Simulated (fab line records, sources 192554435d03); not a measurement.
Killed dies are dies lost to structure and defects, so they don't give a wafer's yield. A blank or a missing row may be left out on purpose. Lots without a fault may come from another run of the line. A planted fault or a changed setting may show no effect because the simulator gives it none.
fab line records | flow n5_finfet
record lots=24 wafers=72 last_day=17
route steps=1938 shown BEOL_M4@1070
lots that met no fault: from a run of the same line without faults
start_h: hours from the record's first day to the start of the lot's first wafer shown | wait_h: hours since the lot's step before | " the same as in the row above | L1.1+2: a row that stands for several wafers | - no value, or no start given | * or withheld: withheld | < > ~ a bound
route shown NAME@n: a module of which the file shows steps, and the number in the route of the first | usual: mean/standard deviation of fault-free wafers | same: alike in all rows | chamber/n: place in a boat | sites: the reading at each site | _std_site: their standard deviation | _edge_site: outer sites' mean less inner sites' | radius_mm: how far each site lies from the wafer's centre | mask NAME#n: copy n | behind: the tool/chamber that last shaped the wafer | hold: why the lot was held/for how many hours/how that ended | device: the transistor (n, p or np) that didn't switch | end of line: the same wafers' tests at the end of the route | a step without rows: its recipe alone | killed: dies lost to structure and defects at the first sort, not the wafer's yield | map: a wafer's dies, x killed, . not, _ none there
set.NAME: the setting as run; set.NAME@STEP: as run at that earlier step | model.NAME: the simulator's own value behind a step, which no gauge read
steps of the route over a sample of lots; a table a step, a row a wafer
services: from which hour (start_h, from the record's first day; less than 0 if before it) a tool's chamber was out of use, for how many hours, and why
## steps
# step N5_BEOL_M4_TRENCH_ETCH_37
# recipe chemistry=C4F6/O2 target_depth_a=555.55 target=SiOC time_s=29.2 ion_energy_ev=250 pressure_mtorr=30 source_w=355 bias_w=185 Ar_flow_sccm=300 C4F6_flow_sccm=10 O2_flow_sccm=10
# usual drypump_motor_current_A=5.7/0.41 oes_product_au=0.79/0.084 rf_vpp_V=670/9.7 showerhead_plenum_p_Torr=2.86/0.082 throttle_valve_pct=20.8/0.34
# columns lot.wafer tool chamber start_h wait_h drypump_motor_current_A oes_product_au rf_hours_counter_h rf_vpp_V showerhead_plenum_p_Torr throttle_valve_pct
L074.2 rie_diel-05 3 - - 5.6 0.73 188 652 2.86 21.1
L074.4 " 2 " " 6.2 0.69 221 667 2.92 21.0
L074.5 " 2 " " 6.2 0.68 - 667 2.92 21.0
L075.1 rie_diel-01 1 - - 5.6 0.92 29 663 2.89 20.4
L075.3 " 2 " " 5.8 0.70 223 668 2.80 21.2
L075.6 " 3 " " 5.2 0.86 - 680 2.78 20.9
L077.2 rie_diel-01 1 - - 5.6 0.91 35 664 2.88 20.4
L077.3 " 2 " " 5.8 0.70 229 666 2.79 21.2
L077.6 " 2 " " 5.8 0.69 - 668 2.79 21.2
L078.2 rie_diel-03 1 - - 6.7 0.92 28 684 2.76 20.6
L078.3 " 0 " " 5.5 0.67 249 660 2.69 20.7
L078.5 " 1 " " 6.7 0.91 - 684 2.76 20.6
L076.1 rie_diel-05 1 - - 5.5 0.72 201 664 2.84 21.4
L076.2 " 2 " " 6.2 0.68 228 667 2.92 21.0
L076.3 " 3 " " 5.6 0.72 195 652 2.85 21.1
L079.1 rie_diel-01 2 - - 5.8 0.69 230 667 2.79 21.2
L079.4 " 0 " " 5.1 0.82 74 672 2.77 20.5
L079.6 " 3 " " 5.2 0.85 - 680 2.78 20.9
L081.2 rie_diel-05 2 - - 6.2 0.68 229 668 2.92 21.0
L081.3 " 0 " " 5.5 0.81 71 677 2.97 20.3
L081.4 " 1 " " 5.5 0.73 202 664 2.84 21.4
L080.2 rie_diel-05 1 - - 5.5 0.73 203 663 2.84 21.4
L080.3 " 2 " " 6.1 0.67 230 668 2.92 21.0
L080.6 " 1 " " 5.5 0.73 - 664 2.84 21.4
L082.1 rie_diel-05 1 - - 5.5 0.73 208 663 2.84 21.4
L082.2 " 0 " " 5.5 0.80 76 678 2.97 20.4
L082.4 " 3 " " 5.6 0.72 202 652 2.85 21.1
L083.1 rie_diel-05 0 - - 5.5 0.80 77 677 2.97 20.4
L083.3 " 2 " " 6.2 0.68 236 667 2.91 21.0
L083.6 " 1 " " 5.5 0.73 - 662 2.84 21.4
L084.1 rie_diel-05 1 - - 5.5 0.73 211 664 2.83 21.4
L084.5 " 2 " " 6.2 0.67 - 667 2.91 21.0
L084.6 " 3 " " 5.6 0.71 - 651 2.85 21.1
L085.4 rie_diel-03 1 - - 6.7 0.89 47 684 2.76 20.6
L085.5 " 0 " " 5.5 1.00 - 669 3.03 20.3
L085.6 " 1 " " 6.7 0.89 - 685 2.76 20.6
L087.2 rie_diel-01 0 - - 5.1 0.81 91 671 2.77 20.6
L087.5 " 0 " " 5.1 0.81 - 671 2.77 20.6
L087.6 " 1 " " 5.5 0.89 - 663 2.88 20.4
L088.1 rie_diel-05 1 - - 5.5 0.72 217 662 2.83 21.4
L088.2 " 2 " " 6.2 0.67 247 667 2.91 21.0
L088.6 " 1 " " 5.5 0.72 - 665 2.83 21.4
L086.1 rie_diel-01 1 - - 5.6 0.87 54 664 2.88 20.4
L086.3 " 0 " " 5.1 0.80 93 671 2.77 20.6
L086.4 " 3 " " 5.2 0.83 73 680 2.77 20.9
L089.1 rie_diel-03 0 - - 5.5 0.97 9 670 3.02 20.3
L089.3 " 1 " " 6.7 0.88 53 685 2.75 20.6
L089.5 " 3 " " 5.7 0.80 - 676 2.97 20.9
L090.3 rie_diel-01 0 - - 5.1 0.79 101 670 2.76 20.6
L090.4 " 0 " " 5.1 0.80 - 671 2.76 20.6
L090.6 " 1 " " 5.6 0.86 - 663 2.87 20.4
L091.1 rie_diel-01 0 - - 5.1 0.79 103 671 2.76 20.6
L091.3 " 3 " " 5.2 0.82 82 679 2.77 21.0
L091.5 " 1 " " 5.5 0.86 - 663 2.87 20.4
L093.1 rie_diel-05 2 - - 6.2 0.96 0 668 2.91 20.6
L093.3 " 0 " " 5.5 0.76 102 677 2.96 20.4
L093.4 " 3 " " 5.6 0.70 228 650 2.84 21.1
L092.1 rie_diel-03 1 - - 6.8 0.87 62 684 2.75 20.6
L092.2 " 2 " " 5.9 0.83 72 687 2.76 20.8
L092.6 " 3 " " 5.6 0.78 - 675 2.97 20.9
L094.1 rie_diel-03 0 - - 5.5 0.94 19 669 3.02 20.3
L094.5 " 1 " " 6.7 0.86 - 683 2.75 20.7
L094.6 " 2 " " 5.9 0.82 - 687 2.76 20.8
L096.1 rie_diel-05 1 - - 5.5 0.70 239 663 2.82 21.4
L096.2 " 0 " " 5.6 0.77 108 677 2.95 20.4
L096.5 " 1 " " 5.5 0.70 - 664 2.82 21.4
L095.2 rie_diel-05 3 - - 5.6 0.70 234 650 2.83 21.2
L095.3 " 1 " " 5.5 0.71 239 664 2.82 21.4
L095.5 " 2 " " 6.2 0.94 - 667 2.90 20.6
L097.2 rie_diel-03 3 - - 5.6 0.78 142 676 2.96 20.9
L097.3 " 1 " " 6.7 0.85 68 684 2.75 20.6
L097.6 " 2 " " 6.0 0.82 - 687 2.76 20.8
# step N5_BEOL_M4_SPUTTER_48
# recipe material=Cu target_thk_a=45 temp_c=-20 chamber_pressure_pa=0.07 power_w=withheld time_s=8.29
# usual susceptor_temp_C=-20.00/0.1 throttle_valve_pct=29.8/1.3
# columns lot.wafer tool chamber start_h wait_h susceptor_temp_C throttle_valve_pct
L074.2 pvd_sputter-02 - 167.03 0.1 -20.00 30.3
L074.4 " - " " -19.94 31.5
L074.5 " - " " -20.06 32.1
L075.1 pvd_sputter-01 - 167.39 0.2 -19.96 29.8
L075.3 " - " " -19.85 28.4
L075.6 " - " " -19.90 30.8
L077.2 pvd_sputter-01 - 184.94 0.2 -20.01 30.1
L077.3 " - " " -20.15 30.9
L077.6 " - " " -19.87 30.0
L078.2 pvd_sputter-03 - 187.65 0.1 -19.97 31.9
L078.3 " - " " -19.88 29.6
L078.5 " - " " -20.00 31.7
L076.1 pvd_sputter-01 - 187.97 0.2 -19.97 28.1
L076.2 " - " " -20.00 30.1
L076.3 " - " " -20.02 28.5
L079.1 pvd_sputter-01 - 189.91 0.2 -19.94 30.0
L079.4 " - " " -20.14 30.8
L079.6 " - " " -19.84 29.9
L081.2 pvd_sputter-01 - 195.39 0.2 -20.05 28.7
L081.3 " - " " -20.17 29.9
L081.4 " - " " -20.00 28.3
L080.2 pvd_sputter-01 - 197.65 0.3 -20.02 28.3
L080.3 " - " " -20.04 28.4
L080.6 " - " " -20.08 29.7
L082.1 pvd_sputter-02 - 209.74 0.3 -20.13 30.2
L082.2 " - " " -19.98 31.4
L082.4 " - " " -20.00 27.7
L083.1 pvd_sputter-01 - 213.93 0.9 -19.94 30.1
L083.3 " - " " -19.99 28.3
L083.6 " - " " -19.87 28.1
L084.1 pvd_sputter-03 - 223.35 1.4 -20.05 28.9
L084.5 " - " " -19.98 31.4
L084.6 " - " " -20.05 29.9
L085.4 pvd_sputter-01 - 231.96 0.1 -20.06 30.6
L085.5 " - " " -20.11 29.7
L085.6 " - " " -20.01 28.5
L087.2 pvd_sputter-01 - 239.63 0.1 -19.97 28.4
L087.5 " - " " -20.02 30.0
L087.6 " - " " -19.92 28.1
L088.1 pvd_sputter-02 - 243.08 0.2 -20.07 30.5
L088.2 " - " " -19.98 27.4
L088.6 " - " " -20.01 31.4
L086.1 pvd_sputter-01 - 244.83 1.2 -19.99 28.5
L086.3 " - " " -19.80 28.4
L086.4 " - " " -20.08 29.8
L089.1 pvd_sputter-01 - 253.14 0.1 -19.94 29.9
L089.3 " - " " -20.05 28.6
L089.5 " - " " -20.17 28.4
L090.3 pvd_sputter-01 - 258.02 0.1 -20.31 30.0
L090.4 " - " " -19.87 28.6
L090.6 " - " " -19.90 28.4
L091.1 pvd_sputter-01 - 262.78 0.2 -20.05 30.9
L091.3 " - " " -19.86 29.9
L091.5 " - " " -20.04 30.8
L093.1 pvd_sputter-03 - 273.36 0.1 -19.94 29.9
L093.3 " - " " -20.08 31.6
L093.4 " - " " -20.03 31.8
L092.1 pvd_sputter-01 - 277.89 0.2 -20.08 28.4
L092.2 " - " " -20.06 30.5
L092.6 " - " " -20.02 28.5
L094.1 pvd_sputter-03 - 290.12 0.1 -20.09 31.8
L094.5 " - " " -20.05 31.7
L094.6 " - " " -19.94 28.9
L096.1 pvd_sputter-03 - 291.96 1.8 -20.09 29.7
L096.2 " - " " -20.14 31.9
L096.5 " - " " -19.89 29.7
L095.2 pvd_sputter-01 - 292.09 1.7 -20.21 31.0
L095.3 " - " " -20.11 30.0
L095.5 " - " " -20.10 29.7
L097.2 pvd_sputter-02 - 294.96 0.1 -20.18 31.7
L097.3 " - " " -19.82 30.2
L097.6 " - " " -19.96 30.3
# step N5_BEOL_M4_SPUTTER_81
# recipe material=Cu target_thk_a=45 temp_c=-20 chamber_pressure_pa=0.07 power_w=withheld time_s=8.29
# usual susceptor_temp_C=-20.00/0.096 throttle_valve_pct=29.8/1.3
# columns lot.wafer tool chamber start_h wait_h susceptor_temp_C throttle_valve_pct
L074.2 pvd_sputter-02 - 167.47 0.1 -20.06 30.4
L074.4 " - " " -20.02 31.6
L074.5 " - " " -20.03 32.0
L075.1 pvd_sputter-01 - 167.83 0.1 -20.02 29.7
L075.3 " - " " -20.09 28.5
L075.6 " - " " -19.94 30.7
L077.2 pvd_sputter-01 - 185.38 0.1 -20.09 29.7
L077.3 " - " " -19.90 30.8
L077.6 " - " " -20.00 29.9
L078.2 pvd_sputter-03 - 188.09 0.1 -20.04 31.9
L078.3 " - " " -19.90 29.8
L078.5 " - " " -19.94 32.4
L076.1 pvd_sputter-01 - 188.41 0.1 -19.85 27.9
L076.2 " - " " -19.98 30.2
L076.3 " - " " -19.97 28.3
L079.1 pvd_sputter-01 - 190.35 0.1 -20.06 30.0
L079.4 " - " " -20.07 31.0
L079.6 " - " " -20.00 30.2
L081.2 pvd_sputter-01 - 195.83 0.1 -20.08 28.5
L081.3 " - " " -19.95 30.0
L081.4 " - " " -19.96 28.3
L080.2 pvd_sputter-01 - 198.09 0.1 -20.07 28.5
L080.3 " - " " -20.07 28.5
L080.6 " - " " -20.03 29.9
L082.1 pvd_sputter-02 - 210.18 0.1 -19.95 30.2
L082.2 " - " " -19.93 31.5
L082.4 " - " " -20.00 27.5
L083.1 pvd_sputter-01 - 214.37 0.1 -19.87 30.1
L083.3 " - " " -20.05 28.2
L083.6 " - " " -20.12 28.4
L084.1 pvd_sputter-03 - 223.79 0.1 -19.92 28.7
L084.5 " - " " -19.89 31.5
L084.6 " - " " -19.97 30.0
L085.4 pvd_sputter-01 - 232.40 0.1 -20.04 30.7
L085.5 " - " " -19.97 30.2
L085.6 " - " " -19.99 28.4
L087.2 pvd_sputter-01 - 240.07 0.1 -19.99 28.5
L087.5 " - " " -20.08 29.9
L087.6 " - " " -19.68 28.4
L088.1 pvd_sputter-02 - 243.52 0.1 -19.79 30.2
L088.2 " - " " -20.15 27.9
L088.6 " - " " -19.95 31.7
L086.1 pvd_sputter-01 - 245.27 0.1 -20.00 28.5
L086.3 " - " " -20.12 28.0
L086.4 " - " " -19.94 29.8
L089.1 pvd_sputter-01 - 253.58 0.1 -20.08 30.1
L089.3 " - " " -20.14 28.5
L089.5 " - " " -20.00 28.4
L090.3 pvd_sputter-01 - 258.46 0.1 -20.00 29.8
L090.4 " - " " -19.88 28.3
L090.6 " - " " -19.98 28.7
L091.1 pvd_sputter-01 - 263.22 0.1 -19.87 30.6
L091.3 " - " " -20.23 29.7
L091.5 " - " " -19.97 30.8
L093.1 pvd_sputter-03 - 273.80 0.1 -20.15 30.0
L093.3 " - " " -19.91 31.9
L093.4 " - " " -19.93 31.9
L092.1 pvd_sputter-01 - 278.33 0.1 -20.21 28.3
L092.2 " - " " -19.99 30.8
L092.6 " - " " -20.11 28.4
L094.1 pvd_sputter-03 - 290.56 0.1 -20.13 32.0
L094.5 " - " " -20.09 31.8
L094.6 " - " " -19.94 29.1
L096.1 pvd_sputter-03 - 292.40 0.1 -20.11 29.9
L096.2 " - " " -20.11 32.0
L096.5 " - " " -20.07 29.9
L095.2 pvd_sputter-01 - 292.53 0.1 -20.02 30.8
L095.3 " - " " -19.84 29.9
L095.5 " - " " -19.93 30.0
L097.2 pvd_sputter-02 - 295.40 0.1 -19.88 31.8
L097.3 " - " " -19.92 30.4
L097.6 " - " " -19.98 30.2
# step N5_BEOL_M4_SPUTTER_90
# recipe material=Cu target_thk_a=45 temp_c=-20 chamber_pressure_pa=0.07 power_w=withheld time_s=8.29
# usual susceptor_temp_C=-19.99/0.1 throttle_valve_pct=29.8/1.3
# columns lot.wafer tool chamber start_h wait_h susceptor_temp_C throttle_valve_pct
L074.2 pvd_sputter-02 - 168.13 0.1 -20.23 30.1
L074.4 " - " " -20.15 31.7
L074.5 " - " " -19.98 32.0
L075.1 pvd_sputter-01 - 168.49 0.1 -20.20 29.6
L075.3 " - " " -19.88 28.7
L075.6 " - " " -19.93 30.7
L077.2 pvd_sputter-01 - 186.04 0.1 -20.00 29.9
L077.3 " - " " -20.07 30.5
L077.6 " - " " -19.90 30.0
L078.2 pvd_sputter-03 - 188.75 0.1 -20.07 32.1
L078.3 " - " " -19.83 29.7
L078.5 " - " " -20.00 31.7
L076.1 pvd_sputter-01 - 189.07 0.1 -19.93 28.1
L076.2 " - " " -19.91 29.8
L076.3 " - " " -20.19 28.8
L079.1 pvd_sputter-01 - 191.01 0.1 -19.91 30.2
L079.4 " - " " -20.01 30.9
L079.6 " - " " -19.86 30.0
L081.2 pvd_sputter-01 - 196.49 0.1 -20.08 28.3
L081.3 " - " " -20.04 30.1
L081.4 " - " " -19.98 28.3
L080.2 pvd_sputter-01 - 198.75 0.1 -20.20 28.0
L080.3 " - " " -20.03 28.3
L080.6 " - " " -20.02 29.8
L082.1 pvd_sputter-02 - 210.84 0.1 -20.00 29.9
L082.2 " - " " -19.99 31.5
L082.4 " - " " -20.12 27.5
L083.1 pvd_sputter-01 - 215.03 0.1 -19.82 30.1
L083.3 " - " " -20.08 28.3
L083.6 " - " " -20.11 28.3
L084.1 pvd_sputter-03 - 224.45 0.1 -19.94 29.0
L084.5 " - " " -19.87 31.4
L084.6 " - " " -20.11 29.8
L085.4 pvd_sputter-01 - 233.06 0.1 -20.08 31.0
L085.5 " - " " -20.07 29.8
L085.6 " - " " -19.98 28.4
L087.2 pvd_sputter-01 - 240.73 0.1 -20.02 28.6
L087.5 " - " " -20.00 29.9
L087.6 " - " " -20.06 28.2
L088.1 pvd_sputter-02 - 244.18 0.1 -20.06 30.2
L088.2 " - " " -19.85 27.7
L088.6 " - " " -19.93 31.3
L086.1 pvd_sputter-01 - 245.93 0.1 -19.92 28.6
L086.3 " - " " -19.75 28.1
L086.4 " - " " -20.05 30.0
L089.1 pvd_sputter-01 - 254.24 0.1 -19.86 29.9
L089.3 " - " " -20.07 28.5
L089.5 " - " " -20.11 28.4
L090.3 pvd_sputter-01 - 259.12 0.1 -19.93 29.8
L090.4 " - " " -19.91 28.4
L090.6 " - " " -19.85 28.4
L091.1 pvd_sputter-01 - 263.88 0.1 -20.00 30.7
L091.3 " - " " -20.12 30.0
L091.5 " - " " -19.85 30.7
L093.1 pvd_sputter-03 - 274.46 0.1 -20.10 30.0
L093.3 " - " " -20.04 31.4
L093.4 " - " " -19.96 31.8
L092.1 pvd_sputter-01 - 278.99 0.1 -19.98 28.6
L092.2 " - " " -20.01 30.7
L092.6 " - " " -20.15 28.7
L094.1 pvd_sputter-03 - 291.22 0.1 -19.96 32.0
L094.5 " - " " -19.75 32.0
L094.6 " - " " -19.80 28.7
L096.1 pvd_sputter-03 - 293.06 0.1 -19.84 29.7
L096.2 " - " " -19.96 31.9
L096.5 " - " " -19.99 29.8
L095.2 pvd_sputter-01 - 293.19 0.1 -19.93 31.1
L095.3 " - " " -19.88 29.9
L095.5 " - " " -20.10 29.9
L097.2 pvd_sputter-02 - 296.06 0.1 -20.10 31.6
L097.3 " - " " -19.83 30.2
L097.6 " - " " -19.88 30.3
# step N5_BEOL_M4_ANNEAL_51
# recipe temp_c=225 time_s=90 ambient=N2
# usual wafer_temp_C_max=225.79/0.28
# columns lot.wafer tool chamber start_h wait_h wafer_temp_C_max
L074.2 rtp_anneal-02 0 169.04 0.1 225.86
L074.4 " 0 " " 225.98
L074.5 " 0 " " 225.92
L075.1 rtp_anneal-02 0 169.35 0.1 226.17
L075.3 " 0 " " 226.20
L075.6 " 0 " " 226.28
L077.2 rtp_anneal-01 0 186.94 0.1 225.50
L077.3 " 0 " " 225.70
L077.6 " 0 " " 225.62
L078.2 rtp_anneal-01 0 189.65 0.1 226.05
L078.3 " 0 " " 225.75
L078.5 " 0 " " 225.82
L076.1 rtp_anneal-01 0 189.93 0.1 226.06
L076.2 " 0 " " 225.58
L076.3 " 0 " " 225.67
L079.1 rtp_anneal-02 0 191.99 0.2 225.64
L079.4 " 0 " " 226.05
L079.6 " 0 " " 225.97
L081.2 rtp_anneal-02 0 197.39 0.1 225.85
L081.3 " 0 " " 226.04
L081.4 " 0 " " 226.03
L080.2 rtp_anneal-01 0 199.65 0.1 225.77
L080.3 " 0 " " 225.44
L080.6 " 0 " " 225.65
L082.1 rtp_anneal-02 0 211.70 0.1 225.76
L082.2 " 0 " " 226.20
L082.4 " 0 " " 226.03
L083.1 rtp_anneal-02 0 215.88 0.1 226.07
L083.3 " 0 " " 226.35
L083.6 " 0 " " 226.13
L084.1 rtp_anneal-01 0 225.31 0.1 225.90
L084.5 " 0 " " 225.68
L084.6 " 0 " " 225.68
L085.4 rtp_anneal-01 0 234.05 0.2 225.84
L085.5 " 0 " " 225.53
L085.6 " 0 " " 225.27
L087.2 rtp_anneal-02 0 241.64 0.1 226.04
L087.5 " 0 " " 225.72
L087.6 " 0 " " 226.14
L088.1 rtp_anneal-01 0 245.04 0.1 225.70
L088.2 " 0 " " 225.56
L088.6 " 0 " " 225.47
L086.1 rtp_anneal-01 0 246.78 0.1 225.62
L086.3 " 0 " " 225.59
L086.4 " 0 " " 225.30
L089.1 rtp_anneal-01 0 255.10 0.1 225.46
L089.3 " 0 " " 225.49
L089.5 " 0 " " 225.50
L090.3 rtp_anneal-02 0 260.07 0.1 225.86
L090.4 " 0 " " 226.38
L090.6 " 0 " " 225.91
L091.1 rtp_anneal-01 0 264.74 0.1 225.45
L091.3 " 0 " " 225.25
L091.5 " 0 " " 225.85
L093.1 rtp_anneal-02 0 275.31 0.1 226.47
L093.3 " 0 " " 225.73
L093.4 " 0 " " 225.50
L092.1 rtp_anneal-02 0 279.84 0.1 226.38
L092.2 " 0 " " 226.18
L092.6 " 0 " " 226.03
L094.1 rtp_anneal-02 0 292.07 0.1 225.97
L094.5 " 0 " " 225.96
L094.6 " 0 " " 225.64
L096.1 rtp_anneal-02 0 293.91 0.1 225.91
L096.2 " 0 " " 225.84
L096.5 " 0 " " 225.88
L095.2 rtp_anneal-01 0 294.12 0.1 225.55
L095.3 " 0 " " 225.49
L095.5 " 0 " " 225.35
L097.2 rtp_anneal-01 0 296.96 0.1 225.50
L097.3 " 0 " " 225.45
L097.6 " 0 " " 225.54
# step N5_BEOL_M4_DEP_57
# recipe material=SiCN target_thk_a=80 temp_c=withheld precursor=3MS/NH3 pressure_torr=3 rf_w=202 time_s=14
# usual showerhead_plenum_p_Torr=3.658/0.015 throttle_valve_pct=9.1/0.47
# columns lot.wafer tool chamber start_h wait_h showerhead_plenum_p_Torr throttle_valve_pct
L074.2 pecvd-02 1 169.78 0.0 3.658 8.9
L074.4 " 2 " " 3.666 8.9
L074.5 " 1 " " 3.652 9.1
L075.1 pecvd-02 1 170.13 0.0 3.655 8.9
L075.3 " 0 " " 3.667 9.8
L075.6 " 1 " " 3.646 9.0
L077.2 pecvd-04 0 187.69 0.0 3.675 9.0
L077.3 " 2 " " 3.650 8.9
L077.6 " 1 " " 3.664 9.2
L078.2 pecvd-04 1 190.39 0.0 3.680 8.8
L078.3 " 2 " " 3.652 8.6
L078.5 " 1 " " 3.677 9.2
L076.1 pecvd-01 0 190.73 0.0 3.653 8.8
L076.2 " 2 " " 3.660 9.4
L076.3 " 1 " " 3.628 9.9
L079.1 pecvd-01 1 192.87 0.0 3.631 10.0
L079.4 " 0 " " 3.658 9.0
L079.6 " 1 " " 3.627 10.4
L081.2 pecvd-02 0 198.15 0.0 3.667 9.6
L081.3 " 1 " " 3.653 9.0
L081.4 " 1 " " 3.655 9.2
L080.2 pecvd-02 1 200.39 0.0 3.659 9.0
L080.3 " 2 " " 3.662 8.7
L080.6 " 2 " " 3.659 8.8
L082.1 pecvd-01 1 212.54 0.0 3.633 9.8
L082.2 " 0 " " 3.653 8.7
L082.4 " 0 " " 3.658 8.6
L083.1 pecvd-02 2 216.67 0.0 3.661 8.7
L083.3 " 1 " " 3.666 8.8
L083.6 " 2 " " 3.669 8.7
L084.1 pecvd-02 1 226.09 0.0 3.660 8.8
L084.5 " 2 " " 3.667 8.8
L084.6 " 0 " " 3.664 9.4
L085.4 pecvd-04 0 234.72 0.0 3.680 9.3
L085.5 " 2 " " 3.649 8.4
L085.6 " 1 " " 3.672 9.5
L087.2 pecvd-04 0 242.40 0.0 3.676 9.2
L087.5 " 1 " " 3.682 9.1
L087.6 " 2 " " 3.648 8.5
L088.1 pecvd-04 0 245.97 0.0 3.661 9.1
L088.2 " 2 " " 3.638 8.6
L088.6 " 2 " " 3.648 8.7
L086.1 pecvd-04 0 247.57 0.0 3.671 9.3
L086.3 " 1 " " 3.675 9.4
L086.4 " 0 " " 3.675 9.0
L089.1 pecvd-01 0 255.88 0.0 3.661 8.8
L089.3 " 2 " " 3.650 8.8
L089.5 " 0 " " 3.657 9.0
L090.3 pecvd-02 0 260.76 0.0 3.663 9.7
L090.4 " 1 " " 3.652 9.1
L090.6 " 0 " " 3.671 9.7
L091.1 pecvd-01 0 265.52 0.0 3.651 8.7
L091.3 " 2 " " 3.642 8.8
L091.5 " 0 " " 3.650 8.8
L093.1 pecvd-04 2 276.10 0.0 3.645 9.0
L093.3 " 0 " " 3.674 9.2
L093.4 " 2 " " 3.653 8.7
L092.1 pecvd-01 0 280.63 0.0 3.663 8.9
L092.2 " 1 " " 3.631 10.2
L092.6 " 1 " " 3.628 9.7
L094.1 pecvd-01 0 292.86 0.0 3.653 9.1
L094.5 " 1 " " 3.633 10.0
L094.6 " 2 " " 3.649 8.9
L096.1 pecvd-02 1 294.70 0.0 3.657 8.8
L096.2 " 0 " " 3.676 9.7
L096.5 " 2 " " 3.659 8.9
L095.2 pecvd-02 0 295.23 0.0 3.673 9.9
L095.3 " 2 " " 3.663 8.6
L095.5 " 2 " " 3.659 8.9
L097.2 pecvd-04 0 297.70 0.0 3.668 9.0
L097.3 " 2 " " 3.646 8.7
L097.6 " 2 " " 3.657 8.9
## services
# columns tool chamber start_h hours kind
pecvd-04 - 150.90 5.4 repair
pecvd-04 1 158.40 2.1 scheduled_down
rie_diel-03 0 168.28 7.7 repair
rie_diel-01 - 178.16 0.7 repair
rie_diel-03 0 190.42 - clean
rie_diel-03 0 190.42 - consumable_replace:esc
pecvd-01 2 202.38 - clean
pecvd-01 2 202.38 - consumable_replace:showerhead
pecvd-01 2 202.38 29.0 scheduled_down
pecvd-01 2 202.38 29.0 vent_cycle
rie_diel-05 1 213.01 3.8 repair
pecvd-01 0 232.98 16.5 scheduled_down
rie_diel-05 2 241.53 4.6 repair
rie_diel-01 2 242.59 - clean
rie_diel-01 2 242.59 - consumable_replace:focus_ring
rie_diel-01 2 242.59 22.9 scheduled_down
rie_diel-01 2 242.59 22.9 vent_cycle
pecvd-02 - 245.16 1.7 repair
rie_diel-05 2 253.64 - clean
rie_diel-05 2 253.64 - consumable_replace:focus_ring
rie_diel-03 0 277.30 4.8 repair
rie_diel-01 0 293.25 34.3 repair
rie_diel-05 2 294.72 3.8 repair
pecvd-02 1 295.01 5.5 scheduled_down
## key
fault none
